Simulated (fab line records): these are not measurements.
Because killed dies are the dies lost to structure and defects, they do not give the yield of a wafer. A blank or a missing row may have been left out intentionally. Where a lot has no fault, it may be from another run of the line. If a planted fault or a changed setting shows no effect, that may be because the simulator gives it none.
Which tool was responsible? :: flow nandHarc :: 6 lots, 18 wafers sampled, at 5 steps of a route of 1159

## WHAT EACH GAUGE READ, for each wafer
NHARC_END_SORT_01.
lot: L315
measured: day 21 01:51
on: prober-02
killedAtArray: 31 37 35

lot: L317
measured: day 21 17:23
on: prober-02
killedAtArray: 34 27 30

lot: L319
measured: day 22 10:47
on: prober-01
killedAtArray: 18 23 35

lot: L328
measured: day 23 08:01
on: prober-01
killedAtArray: 30 28 26

lot: L325
measured: day 24 05:13
on: prober-02
killedAtArray: 59 51 43

## EACH LOT AND THE TOOL THAT RAN IT (in order: tool; ch and the chambers of the sampled wafers; start)
lot: L311
NHARC_A_WL_FILL_STRIP_27: plasmaAsher-01 ch 0,1, day 15 16:13
NHARC_A_WL_FILL_ETCHBACK_26: rieSi-05 ch 2,3, day 16 09:31
NHARC_A_WL_FILL_ALD_19: aldMetal-01 ch 0,2, day 16 09:46
NHARC_A_WL_FILL_CMP_12: cmp-01 ch 1,2,3, day 16 15:01

lot: L315
NHARC_A_WL_FILL_STRIP_27: plasmaAsher-01 ch 0,1, day 16 18:25
NHARC_A_WL_FILL_ETCHBACK_26: rieSi-06 ch 0,3, day 17 11:16
NHARC_A_WL_FILL_ALD_19: aldMetal-02 ch 1,2, day 17 11:32
NHARC_A_WL_FILL_CMP_12: cmp-01 ch 0,1,3, day 17 19:40

lot: L317
NHARC_A_WL_FILL_STRIP_27: plasmaAsher-01 ch 0,1, day 17 15:04
NHARC_A_WL_FILL_ETCHBACK_26: rieSi-05 ch 0,1,3, day 18 06:44
NHARC_A_WL_FILL_ALD_19: aldMetal-01 ch 2,3, day 18 07:00
NHARC_A_WL_FILL_CMP_12: cmp-01 ch 0,1, day 18 13:22

lot: L319
NHARC_A_WL_FILL_STRIP_27: plasmaAsher-01 ch 0,1, day 18 04:11
NHARC_A_WL_FILL_ETCHBACK_26: rieSi-05 ch 1,2, day 18 21:25
NHARC_A_WL_FILL_ALD_19: aldMetal-01 ch 0,2,3, day 18 21:41
NHARC_A_WL_FILL_CMP_12: cmp-04 ch 0,1, day 19 02:59

lot: L328
NHARC_A_WL_FILL_STRIP_27: plasmaAsher-01 ch 0,1, day 19 12:47
NHARC_A_WL_FILL_ETCHBACK_26: rieSi-05 ch 1,2,3, day 20 04:17
NHARC_A_WL_FILL_ALD_19: aldMetal-02 ch 0,1,2, day 20 04:33
NHARC_A_WL_FILL_CMP_12: cmp-01 ch 0,1,2, day 20 09:44

lot: L325
NHARC_A_WL_FILL_STRIP_27: plasmaAsher-02 ch 0,1, day 19 23:27
NHARC_A_WL_FILL_ETCHBACK_26: rieSi-05 ch 0,1, day 20 14:52
NHARC_A_WL_FILL_ALD_19: aldMetal-02 ch 0,1,3, day 20 15:10
NHARC_A_WL_FILL_CMP_12: cmp-03 ch 0,2,3, day 20 21:42
- NHARC_A_WL_FILL_STRIP_27: strips in N2/H2, time 20 s.
- NHARC_A_WL_FILL_ETCHBACK_26: etches the open film in HBr, target depth 52 nm, time 13.3 s.
- NHARC_A_WL_FILL_ALD_19: deposits TiN, target thk 2 nm, pulse time 3 s, ald cycles 100.
- NHARC_A_WL_FILL_CMP_12: polishes, t overpolish 30 s, target thk 75 nm.

## THE ANSWER, worked out from the rows above alone
Rule: the lots themselves supply what counts as usual. Put in order of their means at a reading, lots are off if they are a third of the lots or fewer, leave a main group of 4 or more, and stand apart from it by a gap of 3 or more times the standard deviation of the main group's means; of several such gaps the widest counts. The tables above print the reading to a certain number of digits; a main group whose means all agree to those digits is not used. A lot without any number at a reading at which 4 lots or more have one is off too. Any other lot the step has rows for is counted as sound.
Off: L325 (NHARC_END_SORT_01, killedAtArray). For the main group the mean is 30 and the standard deviation 3.3. Neither off nor sound, because the step has no rows for them: L311.
A tool fits if, at a process step before that reading, it ran every lot that is off, and no sound lot after the first of them. Those tools and the gauges at NHARC_END_SORT_01 are tried in the same way. Can't be told from this: 5 tools fit, plasmaAsher-02 at NHARC_A_WL_FILL_STRIP_27, rieSi-05 at NHARC_A_WL_FILL_ETCHBACK_26, aldMetal-02 at NHARC_A_WL_FILL_ALD_19, cmp-03 at NHARC_A_WL_FILL_CMP_12, prober-02 at NHARC_END_SORT_01.

## WHAT WAS PUT IN BY THE SIMULATOR
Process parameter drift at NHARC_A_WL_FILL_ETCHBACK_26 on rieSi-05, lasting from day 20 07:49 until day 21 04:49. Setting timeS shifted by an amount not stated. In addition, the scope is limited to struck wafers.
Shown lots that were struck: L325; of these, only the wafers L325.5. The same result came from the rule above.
